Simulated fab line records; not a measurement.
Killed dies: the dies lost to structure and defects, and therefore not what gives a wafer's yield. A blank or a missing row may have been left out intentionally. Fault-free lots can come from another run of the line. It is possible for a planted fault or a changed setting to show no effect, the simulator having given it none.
fab line records | flow nandHarc
record lots=7 | wafers=21 | lastDay=24
route steps=1159 shown P_GATE@143 END@1159
lots with no fault: from the same line, run without faults
startH: start of the lot's first displayed wafer, in hours after the record's first day | waitH: time in hours since the lot's previous step | " as in the row above | L1.1+2: a single row standing in for several wafers | - either no value or no given start | * or withheld: withheld | < > ~ a bound
route shown NAME@n: NAME is a module with steps in the file, n the number in the route of the first one | usual: mean/standard deviation taken from wafers without a fault | same: alike in all rows | chamber/n: place in a boat | sites: each site's reading | _std_site: standard deviation of those values | _edge_site: mean of outer sites minus mean of inner sites | radiusMm: how far each site lies from the wafer's centre | mask NAME#n: copy n | behind: the tool/chamber that last shaped the wafer | hold: cause of the lot's hold/its duration in hours/its outcome | device: whichever transistor did not switch (one of n, p or np) | end of line: the route-end tests of the same wafers | a step without rows: its recipe alone | killed: dies lost to structure and defects at the first sort, not the wafer's yield | map: the dies of a wafer, with x for killed, . for not killed, _ for no die there
set.NAME: setting as actually run; set.NAME@STEP: the setting as run at that earlier step | model.NAME: the simulator's own value behind a step, which no gauge read
lots at selected steps of the route; one table per step, one row per wafer
services: the hour from which a tool's chamber was out of use, counted from the record's first day as startH (under 0 if before that day), plus the number of hours and why
## steps
# step NHARC_P_GATE_INSPECT_28
# usual rawDefectCount=6.6/2.8
lot.wafer | tool             | chamber | startH | waitH | rawDefectCount
L582.2    | defectInspect-02 | -       | 92.77  | 0.0   | 4
L582.3    | "                | -       | "      | "     | 10
L582.5    | "                | -       | "      | "     | 8
L586.2    | defectInspect-01 | -       | 112.95 | 0.0   | 5
L586.3    | "                | -       | "      | "     | 11
L586.6    | "                | -       | "      | "     | 7
L589.3    | defectInspect-02 | -       | 141.24 | 0.0   | 6
L589.5    | "                | -       | "      | "     | 6
L589.6    | "                | -       | "      | "     | 3
L591.1    | defectInspect-01 | -       | 151.98 | 0.0   | 13
L591.2    | "                | -       | "      | "     | 3
L591.3    | "                | -       | "      | "     | 3
L592.2    | defectInspect-01 | -       | 152.15 | 0.0   | 6
L592.3    | "                | -       | "      | "     | 6
L592.6    | "                | -       | "      | "     | 4
L593.2    | defectInspect-01 | -       | 169.67 | 0.0   | 6
L593.4    | "                | -       | "      | "     | 5
L593.6    | "                | -       | "      | "     | 5
L602.1    | defectInspect-01 | -       | 215.26 | 0.0   | 12
L602.2    | "                | -       | "      | "     | 8
L602.4    | "                | -       | "      | "     | 7
# step NHARC_P_GATE_DESCUM_31
# recipe timeS=3 | o2FlowSccm=200 | arFlowSccm=0 | biasPowerW=0 | chemistry=O2
# usual drypumpMotorCurrentA=5.8/0.47 | oesProductAu=1.001/0.011 | rfVppV=57.7/0.9 | showerheadPlenumPTorr=1.92/0.069 | throttleValvePct=11.311/0.0086
# same biasPowerW=0
lot.wafer | tool       | chamber | startH | waitH | drypumpMotorCurrentA | oesProductAu | rfHoursCounterH | rfVppV | showerheadPlenumPTorr | throttleValvePct
L582.3    | rieDiel-07 | 3       | 92.84  | 0.1   | 6.2                  | 0.987        | 12              | 58.3   | 2.03                  | 11.313
L582.2    | "          | 1       | "      | "     | 5.6                  | 1.010        | 12              | 57.6   | 1.98                  | 11.322
L582.5    | "          | 3       | "      | "     | 6.2                  | 0.993        | -               | 59.6   | 2.04                  | 11.313
L586.2    | rieDiel-07 | 3       | 113.01 | 0.1   | 6.2                  | 1.003        | 16              | 56.8   | 2.03                  | 11.315
L586.3    | "          | 2       | "      | "     | 5.9                  | 1.026        | 16              | 58.2   | 1.94                  | 11.307
L586.6    | "          | 0       | "      | "     | 5.6                  | 0.999        | -               | 58.0   | 2.00                  | 11.314
L589.3    | rieDiel-02 | 2       | 141.32 | 0.1   | 5.8                  | 0.987        | 49              | 58.1   | 1.95                  | 11.319
L589.6    | "          | 3       | "      | "     | 5.3                  | 1.004        | -               | 57.7   | 1.90                  | 11.315
L589.5    | "          | 0       | "      | "     | 6.0                  | 0.996        | -               | 57.8   | 1.85                  | 11.297
L591.2    | rieDiel-04 | 2       | 152.04 | 0.1   | 5.8                  | 1.010        | 7               | 58.2   | 1.86                  | 11.304
L591.1    | "          | 0       | "      | "     | 4.8                  | 0.993        | 8               | 57.3   | 1.81                  | 11.304
L591.3    | "          | 1       | "      | "     | 5.7                  | 1.010        | 7               | 57.8   | 1.98                  | 11.313
L592.3    | rieDiel-04 | 2       | 152.36 | 0.2   | 5.7                  | 1.002        | 7               | 55.6   | 1.86                  | 11.322
L592.2    | "          | 3       | "      | "     | 6.6                  | 1.005        | 8               | 57.0   | 2.01                  | 11.319
L592.6    | "          | 1       | "      | "     | 5.7                  | 1.020        | -               | 58.5   | 1.98                  | 11.301
L593.2    | rieDiel-07 | 3       | 169.77 | 0.1   | 6.2                  | 0.988        | 44              | 58.7   | 2.02                  | 11.304
L593.4    | "          | 1       | "      | "     | 5.7                  | 1.016        | 39              | 57.8   | 1.97                  | 11.304
L593.6    | "          | 0       | "      | "     | 5.5                  | 1.004        | -               | 58.1   | 1.99                  | 11.313
L602.2    | rieDiel-04 | 3       | 215.32 | 0.1   | 6.6                  | 1.009        | 22              | 58.0   | 2.00                  | 11.327
L602.1    | "          | 1       | "      | "     | 5.7                  | 1.005        | 22              | 57.6   | 1.97                  | 11.324
L602.4    | "          | 2       | "      | "     | 5.8                  | 1.009        | 22              | 59.4   | 1.86                  | 11.307
# step NHARC_P_GATE_ETCH_104
# recipe targetDepthA=600 | timeS=withheld | cf4FlowSccm=100 | chf3FlowSccm=30 | arFlowSccm=0 | rfW=500 | biasW=200 | chemistry=CF4/CHF3
# usual biasW=200.0/0.58 | drypumpMotorCurrentA=5.8/0.46 | oesProductAu=0.952/0.02 | rfVppV=370.9/1.9 | showerheadPlenumPTorr=1.58/0.052 | throttleValvePct=16.804/0.009
lot.wafer | tool       | chamber | startH | waitH | biasW | drypumpMotorCurrentA | oesProductAu | rfVppV | showerheadPlenumPTorr | throttleValvePct
L582.3    | rieDiel-07 | 1       | 92.92  | 0.1   | 199.8 | 5.6                  | 0.940        | 373.2  | 1.63                  | 16.811
L582.2    | "          | 0       | "      | "     | 200.5 | 5.5                  | 0.932        | 372.1  | 1.64                  | 16.804
L582.5    | "          | 2       | "      | "     | 199.1 | 5.9                  | 0.935        | 370.6  | 1.59                  | 16.828
L586.3    | rieDiel-07 | 3       | 113.19 | 0.1   | 200.1 | 6.2                  | 0.952        | 374.1  | 1.67                  | 16.807
L586.2    | "          | 1       | "      | "     | 199.3 | 5.7                  | 0.963        | 372.6  | 1.62                  | 16.795
L586.6    | "          | 3       | "      | "     | 200.3 | 6.2                  | 0.944        | 372.5  | 1.67                  | 16.813
L589.3    | rieDiel-02 | 2       | 141.39 | 0.1   | 199.6 | 5.8                  | 0.963        | 371.9  | 1.60                  | 16.799
L589.5    | "          | 1       | "      | "     | 199.6 | 6.1                  | 0.988        | 369.5  | 1.57                  | 16.817
L589.6    | "          | 2       | "      | "     | 200.0 | 5.8                  | 0.970        | 370.8  | 1.60                  | 16.811
L591.2    | rieDiel-04 | 3       | 152.33 | 0.3   | 200.5 | 6.5                  | 0.927        | 372.3  | 1.65                  | 16.815
L591.3    | "          | 1       | "      | "     | 199.4 | 5.7                  | 0.936        | 370.8  | 1.62                  | 16.800
L591.1    | "          | 2       | "      | "     | 199.1 | 5.7                  | 0.920        | 369.7  | 1.53                  | 16.806
L592.2    | rieDiel-04 | 1       | 152.71 | 0.3   | 199.7 | 5.7                  | 0.949        | 371.7  | 1.62                  | 16.794
L592.3    | "          | 2       | "      | "     | 199.4 | 5.8                  | 0.932        | 368.6  | 1.53                  | 16.809
L592.6    | "          | 2       | "      | "     | 200.1 | 5.8                  | 0.945        | 369.2  | 1.53                  | 16.802
L593.2    | rieDiel-07 | 0       | 169.88 | 0.1   | 200.5 | 5.5                  | 0.947        | 373.0  | 1.64                  | 16.809
L593.4    | "          | 2       | "      | "     | 200.5 | 5.9                  | 0.991        | 371.9  | 1.58                  | 16.793
L593.6    | "          | 1       | "      | "     | 199.5 | 5.7                  | 0.969        | 371.6  | 1.62                  | 16.792
L602.1    | rieDiel-04 | 1       | 215.40 | 0.1   | 198.5 | 5.7                  | 0.965        | 373.0  | 1.62                  | 16.804
L602.4    | "          | 3       | "      | "     | 201.5 | 6.6                  | 0.955        | 371.9  | 1.64                  | 16.804
L602.2    | "          | 0       | "      | "     | 201.3 | 4.8                  | 0.954        | 368.5  | 1.49                  | 16.792
# step NHARC_P_GATE_HM_OPEN_105
# recipe targetDepthA=3600 | o2FlowSccm=400 | cosFlowSccm=20 | arFlowSccm=0 | rfW=500 | biasW=300 | chemistry=O2/COS
# usual biasW=299.8/0.95 | drypumpMotorCurrentA=5.8/0.48 | oesProductAu=1.003/0.012 | rfVppV=467.5/2.4 | showerheadPlenumPTorr=3.14/0.11 | throttleValvePct=28.329/0.0091
lot.wafer | tool       | chamber | startH | waitH | biasW | drypumpMotorCurrentA | oesProductAu | rfHoursCounterH | rfVppV | showerheadPlenumPTorr | throttleValvePct
L582.3    | rieDiel-07 | 0       | -      | -     | 300.5 | 5.5                  | 0.995        | 11              | 469.9  | 3.26                  | 28.330
L582.2    | "          | 1       | "      | "     | 300.7 | 5.7                  | 1.005        | 12              | 469.3  | 3.22                  | 28.326
L582.5    | "          | 1       | "      | "     | 300.9 | 5.7                  | 1.020        | -               | 467.5  | 3.22                  | 28.340
L586.3    | rieDiel-07 | 3       | -      | -     | 299.5 | 6.2                  | 0.992        | 16              | 470.5  | 3.31                  | 28.324
L586.2    | "          | 1       | "      | "     | 302.1 | 5.7                  | 1.024        | 15              | 468.4  | 3.22                  | 28.319
L586.6    | "          | 2       | "      | "     | 299.7 | 6.0                  | 1.023        | -               | 467.1  | 3.16                  | 28.319
L589.3    | rieDiel-02 | 2       | -      | -     | 298.3 | 5.8                  | 0.987        | 49              | 469.7  | 3.18                  | 28.338
L589.5    | "          | 0       | "      | "     | 298.0 | 6.0                  | 0.991        | -               | 465.8  | 3.02                  | 28.324
L589.6    | "          | 1       | "      | "     | 300.3 | 6.2                  | 1.011        | -               | 468.2  | 3.12                  | 28.336
L591.1    | rieDiel-04 | 2       | -      | -     | 300.1 | 5.8                  | 0.997        | 8               | 466.2  | 3.04                  | 28.335
L591.2    | "          | 3       | "      | "     | 300.1 | 6.5                  | 1.007        | 8               | 469.7  | 3.27                  | 28.345
L591.3    | "          | 1       | "      | "     | 300.3 | 5.7                  | 1.017        | 8               | 469.4  | 3.22                  | 28.332
L592.2    | rieDiel-04 | 3       | -      | -     | 298.7 | 6.6                  | 1.015        | 8               | 470.6  | 3.27                  | 28.333
L592.3    | "          | 1       | "      | "     | 299.4 | 5.7                  | 1.022        | 8               | 468.2  | 3.22                  | 28.324
L592.6    | "          | 3       | "      | "     | 300.2 | 6.5                  | 1.014        | -               | 469.7  | 3.27                  | 28.345
L593.4    | rieDiel-07 | 3       | -      | -     | 300.5 | 6.2                  | 1.014        | 44              | 470.3  | 3.29                  | 28.323
L593.2    | "          | 0       | "      | "     | 299.9 | 5.5                  | 0.999        | 37              | 468.2  | 3.25                  | 28.333
L593.6    | "          | 2       | "      | "     | 298.9 | 5.9                  | 1.030        | -               | 467.9  | 3.14                  | 28.327
L602.1    | rieDiel-04 | 3       | -      | -     | 301.8 | 6.5                  | 1.000        | 22              | 470.8  | 3.26                  | 28.331
L602.2    | "          | 1       | "      | "     | 299.0 | 5.7                  | 0.996        | 22              | 468.7  | 3.21                  | 28.334
L602.4    | "          | 2       | "      | "     | 300.2 | 5.8                  | 0.998        | 22              | 465.7  | 3.04                  | 28.328
# step NHARC_P_GATE_STRIP_106
# recipe o2FlowSccm=400 | cosFlowSccm=20 | arFlowSccm=0 | biasW=0 | chemistry=O2/COS
# step NHARC_P_GATE_ETCH_114
# recipe targetDepthA=300 | overetchA=30 | timeS=16.5 | ionEnergyEv=100 | cf4FlowSccm=80 | o2FlowSccm=20 | arFlowSccm=0 | rfW=300 | biasW=100 | chemistry=CF4/O2
# step NHARC_P_GATE_ETCH_32
# recipe targetDepthA=1500 | overEtchFrac=1 | overEtchIonEnergyEv=40 | timeS=100.1 | hbrFlowSccm=150 | cl2FlowSccm=50 | rfW=400 | icpW=400 | biasW=100 | chemistry=HBr/Cl2
# step NHARC_P_GATE_STRIP_108
# recipe o2FlowSccm=500 | arFlowSccm=0 | biasW=0 | chemistry=O2
# usual drypumpMotorCurrentA=5.8/0.51 | oesProductAu=1.002/0.01 | rfVppV=57.8/0.83 | showerheadPlenumPTorr=3.54/0.12 | throttleValvePct=17.036/0.009
# same biasW=0
lot.wafer | tool       | chamber | startH | waitH | drypumpMotorCurrentA | oesProductAu | rfHoursCounterH | rfVppV | showerheadPlenumPTorr | throttleValvePct
L582.2    | rieDiel-04 | 3       | 93.48  | -     | 6.5                  | 1.013        | 33              | 58.4   | 3.70                  | 17.049
L582.3    | "          | 0       | "      | "     | 4.8                  | 1.009        | 32              | 57.6   | 3.36                  | 17.042
L582.5    | "          | 3       | "      | "     | 6.5                  | 1.000        | -               | 56.8   | 3.70                  | 17.039
L586.3    | rieDiel-02 | 0       | 113.74 | -     | 6.0                  | 0.990        | 45              | 56.5   | 3.42                  | 17.035
L586.2    | "          | 3       | "      | "     | 5.3                  | 1.001        | 42              | 56.8   | 3.50                  | 17.046
L586.6    | "          | 1       | "      | "     | 6.1                  | 1.012        | -               | 56.9   | 3.53                  | 17.047
L589.3    | rieDiel-04 | 3       | 141.94 | -     | 6.5                  | 1.001        | 5               | 57.4   | 3.69                  | 17.036
L589.5    | "          | 2       | "      | "     | 5.8                  | 0.988        | -               | 59.2   | 3.44                  | 17.022
L589.6    | "          | 3       | "      | "     | 6.6                  | 1.005        | -               | 57.9   | 3.69                  | 17.043
L591.3    | rieDiel-04 | 3       | 153.46 | -     | 6.6                  | 1.012        | 8               | 56.8   | 3.69                  | 17.049
L591.2    | "          | 0       | "      | "     | 4.9                  | 0.990        | 8               | 57.5   | 3.35                  | 17.037
L591.1    | "          | 1       | "      | "     | 5.7                  | 1.018        | 8               | 57.6   | 3.63                  | 17.044
L592.2    | rieDiel-07 | 1       | 153.54 | -     | 5.7                  | 1.011        | 31              | 58.7   | 3.63                  | 17.040
L592.3    | "          | 2       | "      | "     | 6.0                  | 1.017        | 34              | 56.6   | 3.56                  | 17.047
L592.6    | "          | 1       | "      | "     | 5.6                  | 1.005        | -               | 58.9   | 3.63                  | 17.020
L593.2    | rieDiel-07 | 0       | 170.69 | -     | 5.5                  | 1.008        | 37              | 59.1   | 3.67                  | 17.039
L593.4    | "          | 1       | "      | "     | 5.6                  | 1.017        | 40              | 58.5   | 3.63                  | 17.044
L593.6    | "          | 0       | "      | "     | 5.5                  | 1.004        | -               | 57.6   | 3.67                  | 17.037
L602.2    | rieDiel-04 | 2       | 215.94 | -     | 5.8                  | 1.009        | 22              | 57.5   | 3.43                  | 17.029
L602.4    | "          | 3       | "      | "     | 6.6                  | 0.991        | 22              | 58.4   | 3.68                  | 17.022
L602.1    | "          | 1       | "      | "     | 5.7                  | 1.000        | 22              | 58.6   | 3.63                  | 17.027
# step NHARC_P_GATE_CD_MEAS_33
# usual cdNm=119/3.4
lot.wafer | tool     | chamber | startH | waitH | cdNm
L582.2    | cdSem-01 | -       | 93.67  | 0.2   | 119
L582.3    | "        | -       | "      | "     | 119
L582.5    | "        | -       | "      | "     | 117
L586.2    | cdSem-02 | -       | 113.92 | -     | 120
L586.3    | "        | -       | "      | "     | 121
L586.6    | "        | -       | "      | "     | 120
L589.3    | cdSem-01 | -       | 142.10 | -     | 120
L589.5    | "        | -       | "      | "     | 123
L589.6    | "        | -       | "      | "     | 125
L591.1    | cdSem-03 | -       | 153.62 | -     | 117
L591.2    | "        | -       | "      | "     | 120
L591.3    | "        | -       | "      | "     | 120
L592.2    | cdSem-03 | -       | 153.72 | -     | 119
L592.3    | "        | -       | "      | "     | 120
L592.6    | "        | -       | "      | "     | 121
L593.2    | cdSem-03 | -       | 170.87 | -     | 118
L593.4    | "        | -       | "      | "     | 119
L593.6    | "        | -       | "      | "     | 117
L602.1    | cdSem-02 | -       | 216.12 | -     | 119
L602.2    | "        | -       | "      | "     | 118
L602.4    | "        | -       | "      | "     | 117
# step NHARC_P_GATE_STRIP_35
# recipe timeS=600 | tempC=130 | chemistry=SPM
# step NHARC_P_GATE_PRECLEAN_73
# recipe timeS=* | tempC=50 | bathAgeMin=0 | chemistry=SC1
# step NHARC_P_GATE_SRD_74
# step NHARC_P_GATE_ALD_36
# recipe targetThkA=200 | pulseTimeS=60 | aldCycles=223 | tempC=400 | material=SiNx
# usual aldCycles=223/0 | heaterPowerW=769/93 | precursorPulseHeightRel=1.000/0.02
lot.wafer | tool      | chamber | startH | waitH | aldCycles | heaterPowerW | precursorPulseHeightRel
L582.2    | aldSin-03 | 0       | 95.18  | -     | 223       | 761          | 1.003
L582.3    | "         | 2       | 97.29  | -     | 223       | 670          | 0.972
L582.5    | "         | 0       | 99.40  | -     | 223       | 745          | 0.999
L586.2    | aldSin-03 | 1       | 114.38 | -     | 223       | 745          | 0.967
L586.3    | "         | 2       | 115.44 | -     | 223       | 667          | 1.000
L586.6    | "         | 2       | 119.69 | -     | 223       | 642          | 1.007
L589.3    | aldSin-03 | 0       | 144.70 | -     | 205       | 774          | 0.993
L589.5    | "         | 2       | 146.85 | -     | 205       | 670          | 1.013
L589.6    | "         | 3       | 147.92 | -     | 205       | 683          | 0.971
L591.1    | aldSin-03 | 2       | 154.08 | -     | 205       | 660          | 0.965
L591.3    | "         | 3       | 155.12 | -     | 205       | 699          | 1.007
L591.2    | "         | 0       | 156.16 | -     | 205       | 754          | 0.995
L592.3    | aldSin-04 | 1       | 155.24 | -     | 223       | 659          | 1.019
L592.2    | "         | 2       | 156.29 | -     | 223       | 828          | 1.005
L592.6    | "         | 1       | 159.44 | -     | 223       | 650          | 1.022
L593.4    | aldSin-03 | 2       | 173.44 | -     | 205       | 656          | 0.987
L593.2    | "         | 3       | 174.50 | -     | 205       | 686          | 0.996
L593.6    | "         | 0       | 175.56 | -     | 205       | 759          | 1.067
L602.1    | aldSin-04 | 2       | 217.65 | -     | 223       | 822          | 1.000
L602.4    | "         | 3       | 218.72 | -     | 223       | 860          | 1.017
L602.2    | "         | 0       | 219.80 | -     | 223       | 792          | 1.023
# step NHARC_P_GATE_ETCHBACK_37
# recipe targetDepthA=345 | timeS=17.2 | chf3FlowSccm=50 | o2FlowSccm=10 | arFlowSccm=200 | rfW=500 | biasW=200 | chemistry=CHF3/O2
# usual biasW=200.0/0.55 | drypumpMotorCurrentA=5.8/0.46 | oesProductAu=0.95/0.033 | rfVppV=370.9/1.9 | showerheadPlenumPTorr=2.42/0.081 | throttleValvePct=20.574/0.0083
lot.wafer | tool       | chamber | startH | waitH | biasW | drypumpMotorCurrentA | oesProductAu | rfHoursCounterH | rfVppV | showerheadPlenumPTorr | throttleValvePct
L582.2    | rieDiel-02 | 2       | -      | -     | 199.5 | 5.7                  | 0.98         | 39              | 371.6  | 2.45                  | 20.576
L582.3    | "          | 3       | "      | "     | 200.5 | 5.3                  | 1.01         | 39              | 369.5  | 2.38                  | 20.568
L582.5    | "          | 1       | "      | "     | 199.7 | 6.2                  | 1.01         | -               | 370.0  | 2.41                  | 20.572
L586.2    | rieDiel-04 | 1       | -      | -     | 199.5 | 5.7                  | 1.00         | 0               | 373.1  | 2.48                  | 20.569
L586.3    | "          | 2       | "      | "     | 200.0 | 5.8                  | 0.99         | 0               | 369.2  | 2.34                  | 20.567
L586.6    | "          | 3       | "      | "     | 200.1 | 6.6                  | 0.99         | -               | 373.1  | 2.52                  | 20.585
L589.3    | rieDiel-07 | 2       | -      | -     | 199.7 | 6.0                  | 0.95         | 33              | 372.7  | 2.42                  | 20.562
L589.6    | "          | 2       | "      | "     | 200.4 | 6.0                  | 0.94         | -               | 371.2  | 2.42                  | 20.582
L589.5    | "          | 3       | "      | "     | 200.1 | 6.2                  | 0.91         | -               | 373.8  | 2.54                  | 20.572
L591.3    | rieDiel-04 | 2       | -      | -     | 200.4 | 5.7                  | 0.93         | 11              | 369.5  | 2.34                  | 20.573
L591.1    | "          | 3       | "      | "     | 199.5 | 6.6                  | 0.93         | 12              | 374.5  | 2.51                  | 20.571
L591.2    | "          | 0       | "      | "     | 198.9 | 4.8                  | 0.91         | 12              | 367.7  | 2.28                  | 20.573
L592.3    | rieDiel-02 | 0       | -      | -     | 200.3 | 6.0                  | 1.01         | 1               | 368.2  | 2.32                  | 20.573
L592.2    | "          | 1       | "      | "     | 200.5 | 6.2                  | 0.99         | 1               | 370.4  | 2.40                  | 20.560
L592.6    | "          | 2       | "      | "     | 199.8 | 5.8                  | 1.01         | -               | 370.8  | 2.44                  | 20.584
L593.2    | rieDiel-04 | 2       | -      | -     | 199.4 | 5.8                  | 0.93         | 15              | 368.6  | 2.34                  | 20.568
L593.6    | "          | 2       | "      | "     | 199.8 | 5.8                  | 0.93         | -               | 368.5  | 2.34                  | 20.568
L593.4    | "          | 1       | "      | "     | 199.8 | 5.7                  | 0.93         | -               | 371.7  | 2.47                  | 20.557
L602.4    | rieDiel-04 | 2       | -      | -     | 200.2 | 5.8                  | 0.93         | 22              | 368.6  | 2.34                  | 20.581
L602.1    | "          | 3       | "      | "     | 200.1 | 6.6                  | 0.93         | 23              | 373.0  | 2.51                  | 20.568
L602.2    | "          | 0       | "      | "     | 200.1 | 4.8                  | 0.93         | 21              | 367.9  | 2.27                  | 20.575
# step NHARC_END_SORT_01
# recipe tempC=25
# usual killedAtArray=28/11 | killedAtOther=0.8/1.1 | killedAtPeriphery=3.3/2.8 | killedDies=32/11 | killedOpen=3.3/1.9 | killedShort=1.9/1.4
# same grossDies=677
lot.wafer | tool      | chamber | startH | waitH | killedAtArray | killedAtOther | killedAtPeriphery | killedDies | killedOpen | killedShort
L593.2    | prober-02 | 0       | 514.67 | 2.8   | 33            | 0             | 2                 | 35         | 3          | 1
L593.4    | prober-02 | 0       | 516.25 | 3.4   | 23            | 1             | 3                 | 27         | 3          | 2
# killed by level:class
L593.2 A_SLIT:chamberFilmFlake=13 A_STAIRCASE:chamberFilmFlake=10 A_CONTACT:geometricParticle:open=2 A_BLC:chamberFilmFlake=2 A_CHANNEL_FILL_D1:geometricParticle:open=1 A_WL_FILL:geometricParticle:short=1 P_STI:chamberFilmFlake=1 P_M0:chamberFilmFlake=1
L593.4 A_SLIT:chamberFilmFlake=9 A_CHANNEL_HOLE_D1:chamberFilmFlake=4 A_STAIRCASE:chamberFilmFlake=3 A_BLC:chamberFilmFlake=3 P_M0:geometricParticle:short=1 P_BONDPAD:geometricParticle:open=1 A_SLIT:geometricParticle:open=1 A_WL_FILL:geometricParticle:short=1
## services
tool       | chamber | startH | hours | kind
rieDiel-02 | 2       | 76.52  | 9.1   | repair
rieDiel-04 | 1       | 86.16  | 35.7  | repair
rieDiel-04 | 0       | 90.98  | -     | clean
rieDiel-04 | 2       | 90.98  | -     | clean
rieDiel-04 | 3       | 90.98  | -     | clean
rieDiel-04 | 2       | 109.67 | 10.2  | repair
rieDiel-04 | -       | 112.27 | 9.0   | pm
rieDiel-04 | 0       | 112.27 | 9.0   | ventCycle
rieDiel-04 | 3       | 112.27 | 9.0   | ventCycle
rieDiel-04 | 0       | 121.27 | -     | clean
rieDiel-04 | 2       | 121.27 | -     | clean
rieDiel-04 | 3       | 121.27 | -     | clean
rieDiel-02 | 3       | 123.35 | 4.3   | repair
rieDiel-02 | 2       | 126.90 | 3.8   | repair
rieDiel-02 | 3       | 129.39 | 6.6   | repair
aldSin-03  | 0       | 137.03 | 3.0   | repair
rieDiel-04 | 0       | 145.80 | -     | clean
rieDiel-02 | -       | 150.90 | 9.0   | pm
rieDiel-07 | 0       | 156.86 | 6.5   | repair
rieDiel-04 | 0       | 177.00 | 7.6   | repair
aldSin-04  | -       | 186.00 | 10.0  | pm
rieDiel-02 | 1       | 193.72 | 2.0   | repair
rieDiel-02 | 3       | 196.56 | 13.3  | repair
aldSin-03  | -       | 215.98 | 2.0   | repair
## key
firstSign step=NHARC_P_GATE_ALD_36 | reading=aldCycles | direction=down | sigmas=99+ | usual=223 | struck=205
effect none on later readings
metAt NHARC_P_GATE_ALD_36
struckWafers L589.3,L589.5,L589.6,L591.1,L591.2,L591.3,L593.2,L593.4,L593.6
testerLeftOut L589,L591,L593
fault kind=processParameterDrift | tool=aldSin-03 | chamber=- | onsetH=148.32 | steps=NHARC_P_GATE_ALD_36 | channel=aldCycles | offset=-18 | shape=step | endH=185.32 | stated=223
# testerLeftOut: of these lots the tester's yield and bins aren't shown, on N5 and GAA mostly nor the transistor test; their killed dies are dies lost to structure and defects alone, not to doping, threshold or leakage, so they don't give the yield
